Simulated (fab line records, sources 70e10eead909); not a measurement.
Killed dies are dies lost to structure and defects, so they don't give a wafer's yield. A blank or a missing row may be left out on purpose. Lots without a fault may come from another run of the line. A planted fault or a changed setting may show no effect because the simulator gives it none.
Chamber matching | flow nand_harc | NHARC_A_STAIRCASE_DEP_301 on pecvd-01: 3 sister chambers
The step deposits SiON, target thk 30 nm. 3 wafers are shown with their chamber, then 7 later ones without.

WAFERS WITH THEIR CHAMBER
wafer  | chamber | heater_power_w (W)
L750.4 | 1       | 881
L753.1 | 0       | 707
L753.2 | 2       | 817

WAFERS WITHOUT THEIR CHAMBER
wafer  | heater_power_w (W)
L753.5 | 823
L754.3 | 822
L754.4 | 841
L754.6 | 827
L755.4 | 802
L755.5 | 883
L755.6 | 712

WHICH CHAMBER EACH WENT THROUGH
wafer  | from the rows above     | in truth
L753.5 | 2                       | 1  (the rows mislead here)
L754.3 | 2                       | 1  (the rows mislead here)
L754.4 | can't be placed: 2 or 1 | 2
L754.6 | 2                       | 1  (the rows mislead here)
L755.4 | 2                       | 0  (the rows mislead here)
L755.5 | 1                       | 1
L755.6 | 0                       | 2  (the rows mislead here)
Placed correctly: 1 of 7. Can't be placed from these rows: 1 (the true chamber is among the candidates in 1). Placed wrongly: 5.
How it was worked out, from the rows above alone: a wafer's distance from a chamber is the root of the sum, over the readings, of the square of ((its reading less the chamber's mean) divided by the reading's scatter). The wafer belongs to the nearest chamber; if the next one is less than 2 further off, it can't be placed. A chamber's mean is the mean of its shown wafers. The scatter: with one shown wafer a chamber, the root of the mean of the squares of how far each hidden wafer lies from its nearest shown one.
